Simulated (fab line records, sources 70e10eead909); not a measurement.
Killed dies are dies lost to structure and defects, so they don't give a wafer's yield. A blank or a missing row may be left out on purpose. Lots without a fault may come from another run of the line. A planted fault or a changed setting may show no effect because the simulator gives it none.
A struck lot beside a sound one | flow nand_harc | 36 steps out of a route of 1302
Sound: wafers L750.2, L750.3, L750.5. Struck: wafer L762.5. (L762.1, L762.2 of the same lot were not struck and are left out.) The cause comes at the end.
At each step with rows: each side's tool, then ch and its chambers, then its first start. Under that, the readings that differ: sound wafers | struck wafers | difference of the means | sigmas: that difference in standard deviations of wafers without a fault.
alike: readings whose means differ by less than 2 such deviations, and words and numbers that are the same on both sides. not compared: withheld readings, readings that some wafer has no value for, bounds like >300 that may hide the same value, and numbers for which the record gives no deviation and whose values overlap.
The two part at a step that has a row with sigmas, a row that says differs or no value, or rows on one side only. Numbers that don't overlap but have no deviation are shown without sigmas and don't part them. A reading that every wafer of one side lacks parts them only if that side has two wafers or more.

first, 2 steps without rows for these wafers: NHARC_A_SLIT_PRECLEAN_19 (cleans in SC1); NHARC_A_SLIT_SRD_20.
NHARC_A_SLIT_CD_MEAS_21:
  sound on cd_sem-02, day 20 23:43; struck on cd_sem-03, day 26 03:36
  alike: cd_nm
then, 3 steps without rows for these wafers: NHARC_A_SIN_REMOVE_WET_00 (chemistry H3PO4, time 15300 s); NHARC_A_SIN_REMOVE_PRECLEAN_01 (cleans in SC1); NHARC_A_SIN_REMOVE_SRD_02.
NHARC_A_SIN_REMOVE_INSPECT_04:
  sound on defect_inspect-01, day 21 06:22; struck on defect_inspect-01, day 26 10:15
  alike: raw_defect_count
then, 2 steps without rows for these wafers: NHARC_A_WL_FILL_ALD_00 (deposits Al2O3, target thk 3 nm, pulse time 3 s, ald cycles 30); NHARC_A_WL_FILL_RTA_01 (time 5 s).
NHARC_A_WL_FILL_ALD_02: deposits TiN, target thk 2 nm, pulse time 3 s, ald cycles 100.
  sound on ald_metal-04 ch 0,3, day 21 06:53; struck on ald_metal-04 ch 2, day 26 11:04
  reading                    | sound             | struck | difference | sigmas
  heater_power_w (W)         | 1032 912 918      | 1246   | +292       | +3
  precursor_pulse_height_rel | 0.991 1.020 0.999 | 0.944  | -0.059     | -3
NHARC_A_WL_FILL_CVD_03: deposits W, target thk 40 nm, time 279 s.
  sound on cvd_w-02 ch 0,1, day 21 07:23; struck on cvd_w-02 ch 1, day 26 11:25
  alike: heater_power_w, throttle_valve_pct
NHARC_A_WL_FILL_ETCHBACK_04: etches the open film in NF3, target depth 60 nm, time 120 s.
  sound on rie_metal-01 ch 0,1, day 21 07:43; struck on rie_metal-01 ch 1, day 26 11:47
  alike: drypump_motor_current_A, oes_product_au
  not compared: rf_hours_counter_h
then, 1 step without rows for these wafers: NHARC_A_WL_FILL_ETCHBACK_05 (etches the open film in Cl2/BCl3, target depth 22 nm, time 60 s).
NHARC_A_WL_FILL_STRIP_27: strips in N2/H2, time 20 s.
  sound on plasma_asher-01 ch 0,1, day 21 08:07; struck on plasma_asher-01 ch 1, day 26 12:10
  alike: drypump_motor_current_A, heater_power_w, rf_refl_power_W, temp_c
  not compared: rf_hours_counter_h
then, 5 steps without rows for these wafers: NHARC_A_WL_FILL_STRIP_28 (strips in post etch residue remover, time 1200 s); NHARC_A_WL_FILL_PRECLEAN_06 (cleans in DIW, time 300 s); NHARC_A_WL_FILL_SRD_07; NHARC_A_WL_FILL_ANNEAL_08 (time 1800 s); NHARC_A_WL_FILL_ALD_10 (deposits SiO2, target thk 50 nm, pulse time 10 s, ald cycles 500).
NHARC_A_WL_FILL_ETCHBACK_16: etches the open film in C4F8/O2/Ar, target depth 120 nm, time 24 s.
  sound on rie_diel-06 ch 1,2; struck on rie_diel-01 ch 1
  alike: oes_product_au, rf_vpp_V
  not compared: rf_hours_counter_h
then, 9 steps without rows for these wafers: NHARC_A_WL_FILL_STRIP_29 (strips in O2, time 20 s); NHARC_A_WL_FILL_ETCHBACK_17 (etches the open film in Cl2/BCl3, target depth 4 nm, time 26.7 s); NHARC_A_WL_FILL_PRECLEAN_18 (cleans in dHF, time 30 s); NHARC_A_WL_FILL_SRD_21; NHARC_A_WL_FILL_CVD_23 (deposits poly-Si, target thk 40 nm, time 800 s); NHARC_A_WL_FILL_ETCHBACK_26 (etches the open film in HBr, target depth 52 nm, time 13.3 s); NHARC_A_WL_FILL_PRECLEAN_30 (cleans in dHF, time 10 s); NHARC_A_WL_FILL_SRD_14; NHARC_A_WL_FILL_ALD_19 (deposits TiN, target thk 2 nm, pulse time 3 s, ald cycles 100).
NHARC_A_WL_FILL_CVD_20: deposits W, target thk 100 nm, time 74 s.
  sound on cvd_w-01 ch 1; struck on cvd_w-01 ch 0
  alike: heater_power_w, throttle_valve_pct
then, 2 steps without rows for these wafers: NHARC_A_WL_FILL_CMP_12 (polishes, t overpolish 30 s, target thk 100 nm); NHARC_A_WL_FILL_SRD_31.
NHARC_A_WL_FILL_INSPECT_15:
  sound on defect_inspect-01, day 22 00:38; struck on defect_inspect-01, day 27 04:32
  alike: raw_defect_count
then, 2 steps without rows for these wafers: NHARC_A_CONTACT_DEP_24 (deposits SiO2, target thk 500 nm); NHARC_A_CONTACT_DEP_28 (deposits aC, target thk 7000 nm).
-- the record jumps here: 3 days lie between the struck wafers' starts before and after (it left off in module A_CONTACT and takes up again in module END, whose first step shown is number 1302 of the route) --
NHARC_END_SORT_01:
  the record has rows for the struck wafers here (prober-01 ch 0, day 30 11:31) and none for the sound ones

WHERE THEY PART
First at NHARC_A_WL_FILL_ALD_02; last, within this record, at NHARC_END_SORT_01.

WHY: what the simulator had put in
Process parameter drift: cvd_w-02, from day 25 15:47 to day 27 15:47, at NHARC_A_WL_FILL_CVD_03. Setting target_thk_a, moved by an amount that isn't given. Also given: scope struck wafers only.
